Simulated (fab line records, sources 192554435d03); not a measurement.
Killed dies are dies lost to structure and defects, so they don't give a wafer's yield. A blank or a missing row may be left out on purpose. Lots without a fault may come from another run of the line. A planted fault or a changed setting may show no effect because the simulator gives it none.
Chamber matching | flow n5_finfet | N5_BEOL_M7_ETCH_65 on rie_diel-03: 4 sister chambers
The step etches SiARC in CF4, target depth 15.6 nm, time 26 s. 18 wafers are shown with their chamber, then 9 later ones without.

WAFERS WITH THEIR CHAMBER
wafer  | chamber | showerhead_plenum_p_Torr (Torr) | throttle_valve_pct (%) | drypump_motor_current_A (A)
L076.3 | 3       | 2.18                            | 15.42                  | 5.2
L076.4 | 3       | 2.18                            | 15.43                  | 5.1
L076.5 | 1       | 2.10                            | 15.08                  | 6.4
L081.2 | 2       | 2.17                            | 15.10                  | 5.7
L081.3 | 3       | 2.17                            | 15.45                  | 5.2
L081.4 | 1       | 2.10                            | 15.12                  | 6.3
L088.1 | 2       | 2.17                            | 15.13                  | 5.7
L088.3 | 3       | 2.17                            | 15.49                  | 5.2
L088.6 | 1       | 2.09                            | 15.15                  | 6.4
L087.1 | 0       | 2.19                            | 15.72                  | 5.1
L087.2 | 2       | 2.17                            | 15.14                  | 5.7
L087.5 | 2       | 2.17                            | 15.13                  | 5.6
L089.2 | 1       | 2.09                            | 15.15                  | 6.5
L089.3 | 3       | 2.17                            | 15.47                  | 5.2
L089.5 | 0       | 2.19                            | 15.73                  | 5.1
L092.3 | 1       | 2.09                            | 15.14                  | 6.4
L092.4 | 0       | 2.19                            | 15.73                  | 5.1
L092.5 | 1       | 2.09                            | 15.14                  | 6.3

SIGNATURES (means of the wafers above)
reading                  | chamber 0 | chamber 1 | chamber 2 | chamber 3 | scatter within a chamber
showerhead_plenum_p_Torr | 2.1900    | 2.0933    | 2.1700    | 2.1740    | 0.00425
throttle_valve_pct       | 15.7267   | 15.1300   | 15.1250   | 15.4520   | 0.0237
drypump_motor_current_A  | 5.100     | 6.383     | 5.675     | 5.180     | 0.056
Rule: a wafer's distance from a chamber is the root of the sum, over the readings, of the square of ((its reading less the chamber's mean) divided by the reading's scatter). The wafer belongs to the nearest chamber; if the next one is less than 2 further off, it can't be placed. The scatter: the root of (the sum of the squares of (reading less its chamber's mean) over the shown wafers, divided by (wafers less chambers)).

WAFERS WITHOUT THEIR CHAMBER
wafer  | showerhead_plenum_p_Torr (Torr) | throttle_valve_pct (%) | drypump_motor_current_A (A)
L091.2 | 2.16                            | 15.50                  | 5.2
L091.4 | 2.09                            | 15.15                  | 6.3
L091.6 | 2.19                            | 15.74                  | 5.1
L094.1 | 2.19                            | 15.74                  | 5.1
L094.2 | 2.09                            | 15.16                  | 6.4
L094.6 | 2.16                            | 15.49                  | 5.1
L096.1 | 2.16                            | 15.52                  | 5.2
L096.2 | 2.09                            | 15.17                  | 6.3
L096.4 | 2.16                            | 15.50                  | 5.2

WHICH CHAMBER EACH WENT THROUGH
wafer  | from the rows above | in truth
L091.2 | 3                   | 3
L091.4 | 1                   | 1
L091.6 | 0                   | 0
L094.1 | 0                   | 0
L094.2 | 1                   | 1
L094.6 | 3                   | 3
L096.1 | 3                   | 3
L096.2 | 1                   | 1
L096.4 | 3                   | 3
Placed correctly: 9 of 9. Can't be placed from these rows: 0. Placed wrongly: 0.
